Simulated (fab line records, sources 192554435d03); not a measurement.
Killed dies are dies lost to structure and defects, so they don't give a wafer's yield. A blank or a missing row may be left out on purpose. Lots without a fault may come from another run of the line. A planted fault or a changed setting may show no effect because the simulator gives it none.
Which tool did it? | flow n5_finfet | 24 lots, 72 wafers sampled, at 6 steps of a route of 1938

WHAT THE GAUGES READ, wafer by wafer
N5_BEOL_M1_RS_MEAS_58: measures by four-point-probe. Usual: M1_RS 0.67 ohm/sq, standard deviation 0.035.
lot  | measured     | on            | M1_RS (ohm/sq) | flag
L074 | day 6 12:05  | film_metro-01 | 0.71 0.75 0.65 |
L075 | day 6 15:45  | film_metro-02 | 0.65 0.60 0.67 |
L076 | day 6 22:03  | film_metro-02 | 0.64 0.62 0.60 |
L077 | day 7 05:26  | film_metro-02 | 0.64 0.61 0.65 |
L078 | day 7 10:34  | film_metro-02 | 0.74 0.73 0.73 |
L079 | day 7 17:59  | film_metro-01 | 0.71 0.70 0.65 |
L080 | day 7 21:06  | film_metro-01 | 0.73 0.69 0.67 |
L081 | day 8 16:25  | film_metro-02 | 0.66 0.67 0.63 |
L082 | day 8 16:39  | film_metro-02 | 0.67 0.64 0.65 |
L083 | day 8 20:32  | film_metro-01 | 0.66 0.63 0.65 |
L084 | day 9 05:21  | film_metro-02 | 0.69 0.68 0.71 |
L085 | day 9 12:13  | film_metro-01 | 0.67 0.66 0.64 |
L086 | day 9 13:50  | film_metro-02 | 0.70 0.65 0.62 |
L087 | day 9 18:19  | film_metro-01 | 0.65 0.63 0.67 |
L088 | day 9 19:46  | film_metro-01 | 0.64 0.69 0.69 |
L089 | day 10 09:25 | film_metro-01 | 0.63 0.64 0.65 |
L090 | day 10 13:40 | film_metro-02 | 0.71 0.62 0.62 |
L091 | day 10 19:22 | film_metro-02 | 0.67 0.66 0.65 |
L092 | day 10 21:22 | film_metro-01 | 0.64 0.62 0.66 |
L093 | day 11 03:48 | film_metro-01 | 0.66 0.65 0.66 |
L094 | day 11 06:25 | film_metro-02 | 0.71 0.67 0.63 |
L095 | day 11 16:39 | film_metro-01 | 0.72 0.72 0.69 |
L096 | day 11 21:44 | film_metro-01 | 0.66 0.69 0.66 |
L097 | day 12 07:59 | film_metro-01 | 0.74 0.70 0.70 |

N5_BEOL_M1_INSPECT_59: inspects for defects (darkfield). Usual: raw_defect_count 71, standard deviation 21.
lot  | measured     | on                | raw_defect_count | flag
L074 | day 6 12:07  | defect_inspect-01 | 73 63 115        |
L075 | day 6 15:47  | defect_inspect-02 | 82 66 48         |
L076 | day 6 22:05  | defect_inspect-02 | 84 100 66        |
L077 | day 7 05:28  | defect_inspect-01 | 55 46 41         |
L078 | day 7 10:35  | defect_inspect-02 | 54 77 75         |
L079 | day 7 18:01  | defect_inspect-02 | 88 54 81         |
L080 | day 7 21:08  | defect_inspect-01 | 61 56 53         |
L081 | day 8 16:27  | defect_inspect-01 | 50 49 39         |
L082 | day 8 16:41  | defect_inspect-01 | 73 69 72         |
L083 | day 8 20:33  | defect_inspect-01 | 105 82 98        |
L084 | day 9 05:23  | defect_inspect-01 | 58 73 37         |
L085 | day 9 12:15  | defect_inspect-02 | 72 57 68         |
L086 | day 9 13:52  | defect_inspect-01 | 49 79 76         |
L087 | day 9 18:21  | defect_inspect-01 | 57 81 47         |
L088 | day 9 19:47  | defect_inspect-01 | 62 79 60         |
L089 | day 10 09:27 | defect_inspect-02 | 49 64 46         |
L090 | day 10 13:41 | defect_inspect-02 | 70 37 56         |
L091 | day 10 19:23 | defect_inspect-01 | 80 59 69         |
L092 | day 10 21:23 | defect_inspect-01 | 73 70 82         |
L093 | day 11 03:50 | defect_inspect-01 | 75 100 84        |
L094 | day 11 06:26 | defect_inspect-02 | 59 54 58         |
L095 | day 11 16:41 | defect_inspect-01 | 82 61 34         |
L096 | day 11 21:46 | defect_inspect-01 | 91 44 65         |
L097 | day 12 08:01 | defect_inspect-02 | 141 102 122      |

N5_BEOL_M2_CD_MEAS_11: target cd 16.79 nm. Usual: cd_nm 16.87 nm, standard deviation 0.23.
lot  | measured     | on        | cd_nm (nm)        | flag
L074 | day 6 12:47  | cd_sem-02 | 16.51 16.26 16.89 |
L075 | day 6 17:16  | cd_sem-03 | 16.72 16.98 16.98 |
L076 | day 6 23:25  | cd_sem-02 | 16.77 16.43 16.54 |
L077 | day 7 06:04  | cd_sem-01 | 16.80 16.76 16.62 |
L078 | day 7 14:14  | cd_sem-02 | 16.45 16.85 17.31 |
L079 | day 7 18:40  | cd_sem-02 | 17.05 17.23 16.74 |
L080 | day 7 22:25  | cd_sem-02 | 16.89 16.62 16.62 |
L081 | day 8 17:52  | cd_sem-01 | 17.28 16.85 17.06 |
L082 | day 8 18:02  | cd_sem-01 | 16.64 16.84 17.06 |
L083 | day 8 22:21  | cd_sem-02 | 17.03 17.27 16.94 |
L084 | day 9 07:48  | cd_sem-01 | 16.71 16.46 17.20 |
L085 | day 9 14:11  | cd_sem-01 | 17.02 16.88 16.60 |
L086 | day 9 15:17  | cd_sem-02 | 16.77 17.21 17.04 |
L087 | day 9 19:52  | cd_sem-02 | 16.63 16.85 16.75 |
L088 | day 9 22:55  | cd_sem-02 | 16.83 17.00 16.90 |
L089 | day 10 10:47 | cd_sem-01 | 16.99 16.89 16.93 |
L090 | day 10 16:39 | cd_sem-01 | 16.99 16.74 16.54 |
L091 | day 10 22:13 | cd_sem-03 | 16.89 16.69 16.97 |
L092 | day 10 22:35 | cd_sem-01 | 16.88 16.56 17.26 |
L093 | day 11 05:52 | cd_sem-02 | 16.88 16.37 16.82 |
L094 | day 11 07:11 | cd_sem-02 | 16.74 16.32 16.79 |
L095 | day 11 18:13 | cd_sem-03 | 16.76 16.69 16.72 |
L096 | day 11 22:30 | cd_sem-03 | 17.07 17.41 16.82 |
L097 | day 12 10:25 | cd_sem-03 | 17.17 17.30 17.63 |

WHICH TOOL RAN EACH LOT (tool, then ch and the chambers of the sampled wafers, then the start)
lot  | N5_BEOL_M1_ETCH_69                 | N5_BEOL_M1_ANNEAL_87         | N5_BEOL_M1_SPUTTER_94
L074 | rie_diel-05 ch 0,2, day 6 07:31    | pvd_sputter-02, day 6 09:41  | pvd_sputter-02, day 6 10:29
L075 | rie_diel-04 ch 0,1, day 6 08:18    | pvd_sputter-01, day 6 13:25  | pvd_sputter-01, day 6 14:13
L076 | rie_diel-05 ch 2,3, day 6 16:47    | pvd_sputter-02, day 6 19:43  | pvd_sputter-02, day 6 20:31
L077 | rie_diel-05 ch 0,1,2, day 6 23:37  | pvd_sputter-03, day 7 03:22  | pvd_sputter-03, day 7 04:10
L078 | rie_diel-02 ch 0,1,3, day 7 05:50  | pvd_sputter-01, day 7 08:23  | pvd_sputter-01, day 7 09:11
L079 | rie_diel-04 ch 0,1,3, day 7 09:38  | pvd_sputter-03, day 7 15:55  | pvd_sputter-03, day 7 16:43
L080 | rie_diel-04 ch 0,2,3, day 7 15:58  | pvd_sputter-03, day 7 19:02  | pvd_sputter-03, day 7 19:50
L081 | rie_diel-04 ch 1,2,3, day 8 01:39  | pvd_sputter-03, day 8 14:19  | pvd_sputter-03, day 8 15:07
L082 | rie_diel-05 ch 0,2,3, day 8 08:23  | pvd_sputter-02, day 8 14:27  | pvd_sputter-02, day 8 15:15
L083 | rie_diel-05 ch 0,1,3, day 8 13:58  | pvd_sputter-03, day 8 18:28  | pvd_sputter-03, day 8 19:16
L084 | rie_diel-05 ch 0,2, day 8 22:56    | pvd_sputter-02, day 9 03:15  | pvd_sputter-02, day 9 04:03
L085 | rie_diel-04 ch 1,2, day 9 05:19    | pvd_sputter-03, day 9 09:49  | pvd_sputter-03, day 9 10:37
L086 | rie_diel-05 ch 0,3, day 9 06:44    | pvd_sputter-01, day 9 11:36  | pvd_sputter-01, day 9 12:24
L087 | rie_diel-04 ch 1,2, day 9 11:56    | pvd_sputter-01, day 9 16:14  | pvd_sputter-01, day 9 17:02
L088 | rie_diel-02 ch 1,2,3, day 9 15:31  | pvd_sputter-02, day 9 17:42  | pvd_sputter-02, day 9 18:30
L089 | rie_diel-02 ch 1,2,3, day 10 00:46 | pvd_sputter-02, day 10 07:20 | pvd_sputter-02, day 10 08:08
L090 | rie_diel-02 ch 0,2, day 10 05:44   | pvd_sputter-03, day 10 11:34 | pvd_sputter-03, day 10 12:22
L091 | rie_diel-02 ch 0,1,3, day 10 11:03 | pvd_sputter-03, day 10 17:17 | pvd_sputter-03, day 10 18:05
L092 | rie_diel-04 ch 0,2, day 10 12:31   | pvd_sputter-03, day 10 19:14 | pvd_sputter-03, day 10 20:02
L093 | rie_diel-02 ch 0,1,2, day 10 21:07 | pvd_sputter-02, day 11 01:43 | pvd_sputter-02, day 11 02:31
L094 | rie_diel-05 ch 0,1,3, day 11 00:25 | pvd_sputter-01, day 11 04:20 | pvd_sputter-01, day 11 05:08
L095 | rie_diel-02 ch 1,2,3, day 11 09:54 | pvd_sputter-01, day 11 14:35 | pvd_sputter-01, day 11 15:23
L096 | rie_diel-02 ch 0,1,2, day 11 13:35 | pvd_sputter-02, day 11 19:29 | pvd_sputter-02, day 11 20:23
L097 | rie_diel-05 ch 0,1,3, day 11 23:35 | pvd_sputter-03, day 12 05:53 | pvd_sputter-03, day 12 06:41
- N5_BEOL_M1_ETCH_69: etches SiARC in CF4, target depth 15.6 nm, time 26 s.
- N5_BEOL_M1_ANNEAL_87: time 240 s.
- N5_BEOL_M1_SPUTTER_94: material Cu, target thk 4.5 nm, time 8.29 s.

WHAT THE TOOLS THEMSELVES READ (means of the sampled wafers that have a number; where no wafer has one, the mark that the record gives instead)
N5_BEOL_M1_ETCH_69. Usual: bias_w 35.99 W, standard deviation 0.11; drypump_motor_current_A 5.9 A, standard deviation 0.53; etch_rf_on_time_s 26.1 s, standard deviation 0.69; oes_product_au 0.68 a.u., standard deviation 0.088; rf_vpp_V 184.4 V, standard deviation 1.1; showerhead_plenum_p_Torr 2.16 Torr, standard deviation 0.069; throttle_valve_pct 15.59 %, standard deviation 0.22.
lot  | tool        | bias_w (W) | drypump_motor_current_A (A) | etch_rf_on_time_s (s) | oes_product_au (a.u.) | rf_vpp_V (V) | showerhead_plenum_p_Torr (Torr) | throttle_valve_pct (%) | flag
L074 | rie_diel-05 | 36.15      | 5.7                         | 25.8                  | 0.67                  | 185.1        | 2.18                            | 15.54                  |
L075 | rie_diel-04 | 35.95      | 5.4                         | 26.3                  | 0.58                  | 183.6        | 2.20                            | 15.75                  |
L076 | rie_diel-05 | 35.95      | 6.4                         | 26.5                  | 0.72                  | 184.0        | 2.09                            | 15.48                  |
L077 | rie_diel-05 | 35.95      | 5.8                         | 25.9                  | 0.70                  | 183.5        | 2.13                            | 15.53                  |
L078 | rie_diel-02 | 35.90      | 5.9                         | 26.4                  | 0.61                  | 183.4        | 2.09                            | 15.80                  |
L079 | rie_diel-04 | 35.94      | 5.4                         | 26.5                  | 0.66                  | 184.5        | 2.22                            | 15.61                  |
L080 | rie_diel-04 | 35.98      | 5.5                         | 26.1                  | 0.67                  | 184.5        | 2.23                            | 15.61                  |
L081 | rie_diel-04 | 35.89      | 5.5                         | 25.9                  | 0.67                  | 185.7        | 2.23                            | 15.47                  |
L082 | rie_diel-05 | 36.06      | 6.0                         | 26.2                  | 0.68                  | 185.0        | 2.13                            | 15.55                  |
L083 | rie_diel-05 | 35.97      | 5.8                         | 26.2                  | 0.65                  | 184.1        | 2.11                            | 15.51                  |
L084 | rie_diel-05 | 35.90      | 5.8                         | 25.4                  | 0.66                  | 185.8        | 2.17                            | 15.59                  |
L085 | rie_diel-04 | 36.12      | 5.6                         | 25.9                  | 0.59                  | 185.1        | 2.20                            | 15.67                  |
L086 | rie_diel-05 | 36.02      | 5.7                         | 26.1                  | 0.62                  | 184.8        | 2.15                            | 15.56                  |
L087 | rie_diel-04 | 36.05      | 5.6                         | 25.9                  | 0.59                  | 185.2        | 2.20                            | 15.67                  |
L088 | rie_diel-02 | 36.04      | 6.4                         | 27.1                  | 0.70                  | 184.2        | 2.14                            | 15.71                  |
L089 | rie_diel-02 | 35.99      | 6.5                         | 26.3                  | 0.70                  | 184.0        | 2.14                            | 15.71                  |
L090 | rie_diel-02 | 35.96      | 5.6                         | 25.2                  | 0.81                  | 184.8        | 2.24                            | 15.47                  |
L091 | rie_diel-02 | 35.99      | 5.9                         | 25.8                  | 0.76                  | 183.5        | 2.17                            | 15.50                  |
L092 | rie_diel-04 | 35.96      | 5.5                         | 26.0                  | 0.74                  | 184.3        | 2.19                            | 15.65                  |
L093 | rie_diel-02 | 36.04      | 6.0                         | 26.1                  | 0.76                  | 184.7        | 2.18                            | 15.55                  |
L094 | rie_diel-05 | 36.03      | 5.8                         | 25.8                  | 0.64                  | 183.8        | 2.11                            | 15.55                  |
L095 | rie_diel-02 | 35.90      | 6.5                         | 26.9                  | 0.68                  | 184.9        | 2.13                            | 15.73                  |
L096 | rie_diel-02 | 35.84      | 6.0                         | 26.0                  | 0.75                  | 185.1        | 2.18                            | 15.58                  |
L097 | rie_diel-05 | 36.06      | 5.8                         | 25.9                  | 0.63                  | 184.2        | 2.10                            | 15.57                  |

N5_BEOL_M1_ANNEAL_87. Usual: heater_power_w 831 W, standard deviation 64.
lot  | tool           | heater_power_w (W) | flag
L074 | pvd_sputter-02 | 784                |
L075 | pvd_sputter-01 | 846                |
L076 | pvd_sputter-02 | 815                |
L077 | pvd_sputter-03 | 801                |
L078 | pvd_sputter-01 | 747                |
L079 | pvd_sputter-03 | 827                |
L080 | pvd_sputter-03 | 790                |
L081 | pvd_sputter-03 | 825                |
L082 | pvd_sputter-02 | 826                |
L083 | pvd_sputter-03 | 803                |
L084 | pvd_sputter-02 | 837                |
L085 | pvd_sputter-03 | 782                |
L086 | pvd_sputter-01 | 808                |
L087 | pvd_sputter-01 | 873                |
L088 | pvd_sputter-02 | 868                |
L089 | pvd_sputter-02 | 864                |
L090 | pvd_sputter-03 | 801                |
L091 | pvd_sputter-03 | 789                |
L092 | pvd_sputter-03 | 799                |
L093 | pvd_sputter-02 | 791                |
L094 | pvd_sputter-01 | 787                |
L095 | pvd_sputter-01 | 874                |
L096 | pvd_sputter-02 | 866                |
L097 | pvd_sputter-03 | 810                |

N5_BEOL_M1_SPUTTER_94. Usual: throttle_valve_pct 29.9 %, standard deviation 1.
lot  | tool           | throttle_valve_pct (%) | flag
L074 | pvd_sputter-02 | 29.1                   |
L075 | pvd_sputter-01 | 30.9                   |
L076 | pvd_sputter-02 | 29.4                   |
L077 | pvd_sputter-03 | 31.1                   |
L078 | pvd_sputter-01 | 29.9                   |
L079 | pvd_sputter-03 | 30.5                   |
L080 | pvd_sputter-03 | 30.5                   |
L081 | pvd_sputter-03 | 29.6                   |
L082 | pvd_sputter-02 | 29.1                   |
L083 | pvd_sputter-03 | 30.6                   |
L084 | pvd_sputter-02 | 29.3                   |
L085 | pvd_sputter-03 | 30.7                   |
L086 | pvd_sputter-01 | 30.5                   |
L087 | pvd_sputter-01 | 30.4                   |
L088 | pvd_sputter-02 | 29.4                   |
L089 | pvd_sputter-02 | 29.1                   |
L090 | pvd_sputter-03 | 30.0                   |
L091 | pvd_sputter-03 | 30.2                   |
L092 | pvd_sputter-03 | 29.9                   |
L093 | pvd_sputter-02 | 29.4                   |
L094 | pvd_sputter-01 | 29.8                   |
L095 | pvd_sputter-01 | 30.7                   |
L096 | pvd_sputter-02 | 29.0                   |
L097 | pvd_sputter-03 | 30.8                   |

THE ANSWER, worked out from the rows above alone
Rule: a lot is off if the mean of its wafers that have a number lies more than 3 standard deviations from the usual mean. A lot without any number at a reading at which 4 lots or more have one is off too. The other lots that the step has rows for count as sound. The gauges are gone through in route order, then the tools' own readings, and for those a lot's mean is taken as printed above. The first step at which some lot is off is used, and at that step the reading that is off furthest; a lot without a number counts as furthest.
No lot is off at any reading shown: from this, nothing can be told.

WHAT THE SIMULATOR HAD PUT IN
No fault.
